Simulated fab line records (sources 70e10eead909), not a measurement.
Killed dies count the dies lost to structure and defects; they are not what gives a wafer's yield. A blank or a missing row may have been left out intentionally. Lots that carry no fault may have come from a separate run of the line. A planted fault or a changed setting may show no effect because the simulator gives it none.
The tool behind it: which one? + flow nand-harc + Sampling: 7 lots, 20 wafers, 4 of 1302 route steps

== WHAT THE GAUGES SHOWED, per wafer ==
NHARC_A_ONON_D2_THK_MEAS_02: measures by ellipsometry.
| lot  | measured     | on            | thk-nm (nm)    |
|------|--------------|---------------|----------------|
| L683 | day 13 16:04 | film-metro-01 | 994 994 995    |
| L684 | day 14 13:28 | film-metro-01 | 1009 1008 1008 |
| L686 | day 15 12:10 | film-metro-02 | 990 989 990    |
| L692 | day 16 23:33 | film-metro-01 | 1002 1003 1001 |
| L690 | day 16 23:40 | film-metro-01 | 1004 1005 1005 |
| L699 | day 20 00:41 | film-metro-01 | 995 647        |
| L701 | day 21 11:24 | film-metro-02 | 1001 1001 1003 |

== WHICH TOOL RAN EACH LOT (tool, then ch and the chambers of the sampled wafers, then the start) ==
| lot  | NHARC_A_CHANNEL_FILL_D1_ALD_25   | NHARC_A_CHANNEL_FILL_D1_CMP_10 | NHARC_A_ONON_D2_DEP_00           |
|------|----------------------------------|--------------------------------|----------------------------------|
| L683 | ald-hk-02 ch 1,2, day 11 19:13   | cmp-01 ch 1,2, day 12 06:43    | pecvd-onon-03 ch 0, day 13 15:40 |
| L684 | ald-hk-01 ch 1,3, day 12 15:29   | cmp-01 ch 1,3, day 13 02:08    | pecvd-onon-03 ch 0, day 14 13:01 |
| L686 | ald-hk-02 ch 0,2,3, day 13 15:36 | cmp-01 ch 1,3, day 14 01:16    | pecvd-onon-03 ch 0, day 15 11:42 |
| L692 | ald-hk-02 ch 1,3, day 14 22:49   | cmp-01 ch 0,2, day 15 10:13    | pecvd-onon-02 ch 0, day 16 23:02 |
| L690 | ald-hk-01 ch 0,1, day 14 23:26   | cmp-03 ch 0,3, day 15 10:06    | pecvd-onon-01 ch 0, day 16 23:13 |
| L699 | ald-hk-01 ch 1,3, day 18 03:52   | cmp-03 ch 0,1, day 18 13:22    | pecvd-onon-02 ch 0, day 20 00:10 |
| L701 | ald-hk-03 ch 0,1,2, day 19 11:53 | cmp-03 ch 1,2,3, day 19 22:02  | pecvd-onon-01 ch 0, day 21 10:53 |
- NHARC_A_CHANNEL_FILL_D1_ALD_25: deposits SiOx, target thk 60 nm, pulse time 10 s, ald cycles 600.
- NHARC_A_CHANNEL_FILL_D1_CMP_10: polishes, target thk 150 nm.
- NHARC_A_ONON_D2_DEP_00: target thk 1000 nm.

== THE ANSWER, worked out from the rows above alone ==
Rule: usual is defined by the lots themselves. Put in order of their means at a reading, lots are off if they are a third of the lots or fewer, leave a main group of 4 or more, and stand apart from it by a gap of 3 or more times the standard deviation of the main group's means; of several such gaps the widest counts. A main group is skipped when, at the precision printed for the reading in the tables above, its means are all equal. A lot without any number at a reading at which 4 lots or more have one is off too. Any other lot the step has rows for is counted as sound.
Off: L699 (NHARC_A_ONON_D2_THK_MEAS_02, thk-nm). Mean 1000 nm and standard deviation 6.3 in the main group.
If a tool, at a process step before that reading, ran all the lots that are off and no sound lot after the first of them, it fits. Those tools and the gauges at NHARC_A_ONON_D2_THK_MEAS_02 are tried in the same way. Can't be told from this: 3 tools fit, ald-hk-01 at NHARC_A_CHANNEL_FILL_D1_ALD_25, pecvd-onon-02 at NHARC_A_ONON_D2_DEP_00, film-metro-01 at NHARC_A_ONON_D2_THK_MEAS_02.

== WHAT HAD BEEN PUT IN BY THE SIMULATOR ==
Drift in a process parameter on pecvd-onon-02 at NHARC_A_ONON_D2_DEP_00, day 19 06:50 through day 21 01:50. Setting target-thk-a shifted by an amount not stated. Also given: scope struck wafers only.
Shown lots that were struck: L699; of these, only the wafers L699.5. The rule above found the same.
